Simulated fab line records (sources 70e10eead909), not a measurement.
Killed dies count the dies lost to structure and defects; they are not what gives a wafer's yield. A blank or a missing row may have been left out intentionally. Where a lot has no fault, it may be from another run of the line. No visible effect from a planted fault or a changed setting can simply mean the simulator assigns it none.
Which tool was responsible? | flow nand harc | 24 lots with 72 wafers sampled at 6 steps, on a route of 1302 steps

== WHAT THE GAUGES SHOWED, per wafer ==
No reading from a measuring or inspecting step in the record can be judged against a usual standard deviation.

== WHICH TOOL RAN EACH LOT (tool, then ch and the chambers of the sampled wafers, then the start) ==
lot  | NHARC_A_CONTACT_ETCH_97                       | NHARC_A_CONTACT_ETCH_106           | NHARC_A_CONTACT_ETCH_30                       | NHARC_A_CONTACT_ETCH_134             | NHARC_A_CONTACT_ETCH_139             | NHARC_A_M0_PRE_CLEAN_29
L075 | rie diel-02 ch 2,3, day 22 03:49              | rie diel-02 ch 0,2,3, day 22 04:14 | rie diel-02 ch 0,2,3, day 22 09:19 or earlier | har cap etch-03 ch 0,1, day 22 09:19 | har cap etch-03 ch 0,1, day 22 10:36 | pvd sputter-03, no start
L074 | rie diel-02 ch 0,2,3, day 22 13:58            | rie diel-02 ch 0,2,3, day 22 14:33 | rie diel-09 ch 0,2,3, day 22 19:22 or earlier | har cap etch-01 ch 0,1, day 22 19:22 | har cap etch-01 ch 0,1, day 22 20:40 | pvd sputter-02, no start
L077 | rie diel-02 ch 2,3, day 22 20:35              | rie diel-02 ch 0,2,3, day 22 21:04 | rie diel-02 ch 1,2, day 23 01:59 or earlier   | har cap etch-02 ch 0,1, day 23 01:59 | har cap etch-02 ch 0,1, day 23 03:16 | pvd sputter-02, no start
L076 | rie diel-09 ch 0,2,3, day 22 21:37 or earlier | rie diel-02 ch 0,2, day 22 21:37   | rie diel-09 ch 0,1,2, day 23 02:24 or earlier | har cap etch-01 ch 0,1, day 23 02:24 | har cap etch-01 ch 0,1, day 23 04:06 | pvd sputter-02, no start
L079 | rie diel-02 ch 0,2, day 23 12:38 or earlier   | rie diel-02 ch 1,2,3, day 23 12:38 | rie diel-02 ch 1,3, day 23 16:56 or earlier   | har cap etch-01 ch 0,1, day 23 16:56 | har cap etch-01 ch 0,1, day 23 18:13 | pvd sputter-02, no start
L078 | rie diel-09 ch 0,2,3, day 24 02:49 or earlier | rie diel-02 ch 2,3, day 24 02:49   | rie diel-02 ch 0,1,2, day 24 10:43 or earlier | har cap etch-03 ch 0,1, day 24 10:43 | har cap etch-03 ch 0,1, day 24 12:00 | pvd sputter-03, no start
L081 | rie diel-13 ch 0,1,2, day 24 21:13 or earlier | rie diel-13 ch 1,2,3, day 24 21:13 | rie diel-09 ch 0,2,3, day 25 01:41 or earlier | har cap etch-01 ch 0,1, day 25 01:41 | har cap etch-01 ch 0,1, day 25 02:58 | pvd sputter-03, no start
L082 | rie diel-02 ch 1,2,3, day 25 05:55 or earlier | rie diel-02 ch 0,1,3, day 25 05:55 | rie diel-09 ch 1,2, day 25 12:31 or earlier   | har cap etch-03 ch 0,1, day 25 12:31 | har cap etch-03 ch 0,1, day 25 13:50 | pvd sputter-03, no start
L083 | rie diel-02 ch 0,1,2, day 25 20:04 or earlier | rie diel-02 ch 0,2,3, day 25 20:04 | rie diel-09 ch 0,1, day 26 00:43 or earlier   | har cap etch-03 ch 0,1, day 26 00:43 | har cap etch-03 ch 0,1, day 26 02:01 | pvd sputter-03, no start
L084 | rie diel-09 ch 0,2,3, day 26 09:56 or earlier | rie diel-09 ch 0,1,2, day 26 09:56 | rie diel-02 ch 1,2, day 26 17:39 or earlier   | har cap etch-01 ch 0,1, day 26 17:39 | har cap etch-01 ch 0,1, day 26 18:57 | pvd sputter-03, no start
L086 | rie diel-02 ch 0,3, day 26 12:27 or earlier   | rie diel-09 ch 1,2,3, day 26 12:27 | rie diel-09 ch 1,3, day 26 19:31 or earlier   | har cap etch-03 ch 0,1, day 26 19:31 | har cap etch-03 ch 0,1, day 26 20:49 | pvd sputter-03, no start
L085 | rie diel-09 ch 1,2,3, day 26 18:27 or earlier | rie diel-02 ch 0,1,2, day 26 18:27 | rie diel-13 ch 0,1,3, day 27 02:38 or earlier | har cap etch-02 ch 0,1, day 27 02:38 | har cap etch-02 ch 0,1, day 27 03:55 | pvd sputter-01, no start
L080 | rie diel-02 ch 1,2,3, day 27 13:21 or earlier | rie diel-09 ch 0,1,3, day 27 13:21 | rie diel-02 ch 1,2,3, day 27 17:40 or earlier | har cap etch-01 ch 0,1, day 27 17:40 | har cap etch-01 ch 0,1, day 27 18:56 | pvd sputter-03, no start
L088 | rie diel-09 ch 1,3, day 27 14:42 or earlier   | rie diel-09 ch 0,1,2, day 27 14:42 | rie diel-02 ch 0,2, day 27 19:07 or earlier   | har cap etch-03 ch 0,1, day 27 19:07 | har cap etch-03 ch 0,1, day 27 20:25 | pvd sputter-02, no start
L089 | rie diel-02 ch 0,1,3, day 27 15:49 or earlier | rie diel-09 ch 0,2,3, day 27 15:49 | rie diel-02 ch 1,2,3, day 27 20:29 or earlier | har cap etch-02 ch 0,1, day 27 20:29 | har cap etch-02 ch 0,1, day 27 21:47 | pvd sputter-03, no start
L087 | rie diel-13 ch 0,1,3, day 28 11:16 or earlier | rie diel-09 ch 2,3, day 28 11:16   | rie diel-02 ch 1,3, day 28 15:42 or earlier   | har cap etch-01 ch 0,1, day 28 15:42 | har cap etch-01 ch 0,1, day 28 16:59 | pvd sputter-01, no start
L090 | rie diel-02 ch 1,2, day 28 21:17 or earlier   | rie diel-09 ch 0,1,3, day 28 21:17 | rie diel-13 ch 1,2,3, day 29 04:26 or earlier | har cap etch-01 ch 0,1, day 29 04:26 | har cap etch-01 ch 0,1, day 29 05:44 | pvd sputter-02, no start
L091 | rie diel-02 ch 1,2, day 29 16:21 or earlier   | rie diel-02 ch 0,3, day 29 16:21   | rie diel-02 ch 2,3, day 29 22:50 or earlier   | har cap etch-01 ch 0,1, day 29 22:50 | har cap etch-01 ch 0,1, day 30 00:08 | pvd sputter-02, no start
L092 | rie diel-02 ch 2,3, day 30 03:41 or earlier   | rie diel-02 ch 0,3, day 30 03:41   | rie diel-02 ch 0,2,3, day 30 10:56 or earlier | har cap etch-02 ch 0,1, day 30 10:56 | har cap etch-02 ch 0,1, day 30 12:15 | pvd sputter-03, no start
L093 | rie diel-02 ch 0,1, day 30 08:22 or earlier   | rie diel-02 ch 0,2, day 30 08:22   | rie diel-13 ch 1,2, day 30 15:37 or earlier   | har cap etch-03 ch 0,1, day 30 15:37 | har cap etch-03 ch 0,1, day 30 16:54 | pvd sputter-02, no start
L094 | rie diel-02 ch 0,3, day 30 09:53 or earlier   | rie diel-09 ch 1,3, day 30 09:53   | rie diel-02 ch 1,2,3, day 30 17:19 or earlier | har cap etch-01 ch 0, day 30 17:19   | har cap etch-01 ch 0, day 30 18:37   | pvd sputter-03, no start
L095 | rie diel-09 ch 1,2,3, day 30 17:58 or earlier | rie diel-09 ch 0,1,3, day 30 17:58 | rie diel-09 ch 1,2, day 31 01:10 or earlier   | har cap etch-01 ch 0,1, day 31 01:10 | har cap etch-01 ch 0,1, day 31 02:26 | pvd sputter-01, no start
L097 | rie diel-02 ch 0,1,3, day 30 23:55 or earlier | rie diel-02 ch 1,2,3, day 30 23:55 | rie diel-13 ch 1,2,3, day 31 04:29 or earlier | har cap etch-03 ch 0,1, day 31 04:29 | har cap etch-03 ch 0,1, day 31 05:47 | pvd sputter-03, no start
L096 | rie diel-02 ch 0,1, day 31 00:22 or earlier   | rie diel-02 ch 1,2,3, day 31 00:22 | rie diel-09 ch 0,1,2, day 31 05:02 or earlier | har cap etch-02 ch 0,1, day 31 05:02 | har cap etch-02 ch 0,1, day 31 06:22 | pvd sputter-02, no start
- NHARC_A_CONTACT_ETCH_97: etches the open film in C4F6/O2, target depth 20 nm, time 10 s.
- NHARC_A_CONTACT_ETCH_106: etches the open film in CF4/O2, target depth 90 nm, overetch 9 nm, time 49.5 s.
- NHARC_A_CONTACT_ETCH_30: etches the open film in CF4/CHF3, target depth 72.6 nm, time 36.3 s.
- NHARC_A_CONTACT_ETCH_134: etches the open film in C4F8/O2/Ar, time 140 s, target depth 700 nm.
- NHARC_A_CONTACT_ETCH_139: etches the open film in C4F8/O2/Ar, time 195 s, target depth 840 nm.
- NHARC_A_M0_PRE_CLEAN_29: time 30 s.

== WHAT THE TOOLS THEMSELVES READ (means of the sampled wafers that have a number; where no wafer has one, the mark that the record gives instead) ==
NHARC_A_CONTACT_ETCH_97. Usual: drypump motor current A 6.2 A, standard deviation 0.51; oes product au 0.950 a.u., standard deviation 0.023; rf vpp V 547 V, standard deviation 3.4; showerhead plenum p Torr 3.93 Torr, standard deviation 0.16; throttle valve pct 26.903 %, standard deviation 0.0089.
lot  | tool        | drypump motor current A (A) | oes product au (a.u.) | rf vpp V (V) | showerhead plenum p Torr (Torr) | throttle valve pct (%) | flag
L075 | rie diel-02 | 6.6                         | 0.926                 | 544          | 3.76                            | 26.903                 |
L074 | rie diel-02 | 6.4                         | 0.939                 | 545          | 3.90                            | 26.900                 |
L077 | rie diel-02 | 6.6                         | 0.952                 | 544          | 3.76                            | 26.899                 |
L076 | rie diel-09 | 5.3                         | 0.959                 | 549          | 4.07                            | 26.908                 |
L079 | rie diel-02 | 6.4                         | 0.946                 | 548          | 3.97                            | 26.893                 |
L078 | rie diel-09 | 5.3                         | 0.935                 | 550          | 4.07                            | 26.908                 |
L081 | rie diel-13 | 6.0                         | 1.012                 | 549          | 4.02                            | 26.904                 |
L082 | rie diel-02 | 6.6                         | 0.990                 | 545          | 3.82                            | 26.906                 |
L083 | rie diel-02 | 6.4                         | 0.958                 | 548          | 3.96                            | 26.901                 |
L084 | rie diel-09 | 5.3                         | 0.946                 | 549          | 4.06                            | 26.900                 |
L086 | rie diel-02 | 6.5                         | 0.934                 | 546          | 3.82                            | 26.897                 |
L085 | rie diel-09 | 5.5                         | 0.942                 | 549          | 3.96                            | 26.905                 |
L080 | rie diel-02 | 6.6                         | 0.935                 | 544          | 3.81                            | 26.901                 |
L088 | rie diel-09 | 5.5                         | 0.951                 | 545          | 3.83                            | 26.911                 |
L089 | rie diel-02 | 6.4                         | 0.942                 | 546          | 3.88                            | 26.905                 |
L087 | rie diel-13 | 6.1                         | 0.955                 | 549          | 4.06                            | 26.907                 |
L090 | rie diel-02 | 6.5                         | 0.948                 | 546          | 3.88                            | 26.902                 |
L091 | rie diel-02 | 6.5                         | 0.933                 | 546          | 3.88                            | 26.900                 |
L092 | rie diel-02 | 6.6                         | 0.936                 | 543          | 3.74                            | 26.896                 |
L093 | rie diel-02 | 6.3                         | 0.925                 | 549          | 4.02                            | 26.913                 |
L094 | rie diel-02 | 6.3                         | 0.948                 | 548          | 3.95                            | 26.899                 |
L095 | rie diel-09 | 5.5                         | 0.930                 | 547          | 3.94                            | 26.903                 |
L097 | rie diel-02 | 6.5                         | 0.989                 | 546          | 3.87                            | 26.904                 |
L096 | rie diel-02 | 6.3                         | 0.954                 | 548          | 4.01                            | 26.910                 |

NHARC_A_CONTACT_ETCH_106. Usual: drypump motor current A 6.1 A, standard deviation 0.52; oes product au 0.993 a.u., standard deviation 0.011; rf vpp V 197.8 V, standard deviation 1.5; showerhead plenum p Torr 1.34 Torr, standard deviation 0.062; throttle valve pct 13.397 %, standard deviation 0.0085.
lot  | tool        | drypump motor current A (A) | oes product au (a.u.) | rf vpp V (V) | showerhead plenum p Torr (Torr) | throttle valve pct (%) | flag
L075 | rie diel-02 | 6.4                         | 0.993                 | 197.7        | 1.33                            | 13.399                 |
L074 | rie diel-02 | 6.4                         | 0.983                 | 197.2        | 1.33                            | 13.396                 |
L077 | rie diel-02 | 6.4                         | 0.994                 | 197.1        | 1.33                            | 13.406                 |
L076 | rie diel-02 | 6.2                         | 0.992                 | 197.8        | 1.38                            | 13.398                 |
L079 | rie diel-02 | 6.5                         | 0.991                 | 197.4        | 1.30                            | 13.399                 |
L078 | rie diel-02 | 6.5                         | 1.003                 | 198.0        | 1.30                            | 13.401                 |
L081 | rie diel-13 | 5.9                         | 0.998                 | 199.1        | 1.39                            | 13.395                 |
L082 | rie diel-02 | 6.4                         | 0.995                 | 197.6        | 1.32                            | 13.393                 |
L083 | rie diel-02 | 6.4                         | 0.993                 | 198.3        | 1.33                            | 13.398                 |
L084 | rie diel-09 | 5.6                         | 1.002                 | 198.9        | 1.39                            | 13.404                 |
L086 | rie diel-09 | 5.5                         | 0.992                 | 197.9        | 1.35                            | 13.396                 |
L085 | rie diel-02 | 6.4                         | 0.991                 | 197.7        | 1.35                            | 13.392                 |
L080 | rie diel-09 | 5.6                         | 0.981                 | 197.4        | 1.34                            | 13.404                 |
L088 | rie diel-09 | 5.6                         | 0.996                 | 198.3        | 1.39                            | 13.404                 |
L089 | rie diel-09 | 5.3                         | 0.991                 | 198.9        | 1.38                            | 13.398                 |
L087 | rie diel-09 | 5.1                         | 1.000                 | 198.3        | 1.39                            | 13.393                 |
L090 | rie diel-09 | 5.7                         | 1.000                 | 197.9        | 1.34                            | 13.404                 |
L091 | rie diel-02 | 6.3                         | 0.985                 | 198.1        | 1.35                            | 13.400                 |
L092 | rie diel-02 | 6.5                         | 0.983                 | 196.0        | 1.29                            | 13.393                 |
L093 | rie diel-02 | 6.2                         | 0.987                 | 198.6        | 1.37                            | 13.400                 |
L094 | rie diel-09 | 5.8                         | 0.994                 | 196.4        | 1.30                            | 13.397                 |
L095 | rie diel-09 | 5.7                         | 0.987                 | 198.2        | 1.33                            | 13.393                 |
L097 | rie diel-02 | 6.5                         | 0.991                 | 197.5        | 1.29                            | 13.390                 |
L096 | rie diel-02 | 6.5                         | 0.997                 | 196.2        | 1.29                            | 13.383                 |

NHARC_A_CONTACT_ETCH_30. Usual: drypump motor current A 6.1 A, standard deviation 0.51; oes product au 0.933 a.u., standard deviation 0.021; rf vpp V 371.0 V, standard deviation 2.3; showerhead plenum p Torr 1.59 Torr, standard deviation 0.066; throttle valve pct 16.801 %, standard deviation 0.0084.
lot  | tool        | drypump motor current A (A) | oes product au (a.u.) | rf vpp V (V) | showerhead plenum p Torr (Torr) | throttle valve pct (%) | flag
L075 | rie diel-02 | 6.4                         | 0.918                 | 369.4        | 1.56                            | 16.802                 |
L074 | rie diel-09 | 5.3                         | 0.953                 | 372.5        | 1.64                            | 16.795                 |
L077 | rie diel-02 | 6.5                         | 0.926                 | 370.4        | 1.56                            | 16.802                 |
L076 | rie diel-09 | 5.6                         | 0.936                 | 372.4        | 1.64                            | 16.799                 |
L079 | rie diel-02 | 6.6                         | 0.926                 | 368.1        | 1.50                            | 16.797                 |
L078 | rie diel-02 | 6.4                         | 0.916                 | 371.3        | 1.59                            | 16.808                 |
L081 | rie diel-09 | 5.3                         | 0.914                 | 372.0        | 1.63                            | 16.808                 |
L082 | rie diel-09 | 5.4                         | 0.926                 | 373.1        | 1.64                            | 16.803                 |
L083 | rie diel-09 | 6.0                         | 0.930                 | 371.1        | 1.58                            | 16.815                 |
L084 | rie diel-02 | 6.6                         | 0.917                 | 370.0        | 1.55                            | 16.802                 |
L086 | rie diel-09 | 5.8                         | 0.937                 | 369.8        | 1.54                            | 16.802                 |
L085 | rie diel-13 | 6.1                         | 0.936                 | 371.3        | 1.63                            | 16.806                 |
L080 | rie diel-02 | 6.6                         | 0.962                 | 369.6        | 1.53                            | 16.799                 |
L088 | rie diel-02 | 6.3                         | 0.929                 | 371.2        | 1.59                            | 16.799                 |
L089 | rie diel-02 | 6.5                         | 0.962                 | 368.4        | 1.53                            | 16.796                 |
L087 | rie diel-02 | 6.6                         | 0.921                 | 368.3        | 1.52                            | 16.796                 |
L090 | rie diel-13 | 5.9                         | 0.968                 | 372.6        | 1.62                            | 16.799                 |
L091 | rie diel-02 | 6.5                         | 0.923                 | 369.5        | 1.53                            | 16.795                 |
L092 | rie diel-02 | 6.4                         | 0.920                 | 370.2        | 1.56                            | 16.798                 |
L093 | rie diel-13 | 6.1                         | 0.937                 | 371.8        | 1.60                            | 16.799                 |
L094 | rie diel-02 | 6.5                         | 0.958                 | 369.9        | 1.53                            | 16.793                 |
L095 | rie diel-09 | 5.4                         | 0.920                 | 372.7        | 1.63                            | 16.799                 |
L097 | rie diel-13 | 5.9                         | 0.930                 | 371.8        | 1.62                            | 16.803                 |
L096 | rie diel-09 | 5.6                         | 0.941                 | 372.8        | 1.62                            | 16.808                 |

NHARC_A_M0_PRE_CLEAN_29. Usual: heater power w 416 W, standard deviation 57.
lot  | tool           | heater power w (W) | flag
L075 | pvd sputter-03 | 427                |
L074 | pvd sputter-02 | 440                |
L077 | pvd sputter-02 | 458                |
L076 | pvd sputter-02 | 401                |
L079 | pvd sputter-02 | 452                |
L078 | pvd sputter-03 | 430                |
L081 | pvd sputter-03 | 394                |
L082 | pvd sputter-03 | 424                |
L083 | pvd sputter-03 | 429                |
L084 | pvd sputter-03 | 385                |
L086 | pvd sputter-03 | 413                |
L085 | pvd sputter-01 | 404                |
L080 | pvd sputter-03 | 421                |
L088 | pvd sputter-02 | 381                |
L089 | pvd sputter-03 | 418                |
L087 | pvd sputter-01 | 411                |
L090 | pvd sputter-02 | 502                |
L091 | pvd sputter-02 | 433                |
L092 | pvd sputter-03 | 433                |
L093 | pvd sputter-02 | 442                |
L094 | pvd sputter-03 | 422                |
L095 | pvd sputter-01 | 406                |
L097 | pvd sputter-03 | 395                |
L096 | pvd sputter-02 | 430                |

== THE ANSWER, worked out from the rows above alone ==
Rule: lot off if the mean of its wafers having a number is beyond 3 standard deviations from the usual mean. Also off: a lot with no number at a reading for which 4 or more lots have one. Where the step has rows for the other lots, those lots are counted as sound. After the gauges, taken in route order, come the tools' own readings; for these a lot's mean is taken, as printed above. The first step at which some lot is off is used, and at that step the reading that is off furthest; a lot without a number counts as furthest.
None of the lots is off at any reading shown; this tells nothing.

== WHAT HAD BEEN PUT IN BY THE SIMULATOR ==
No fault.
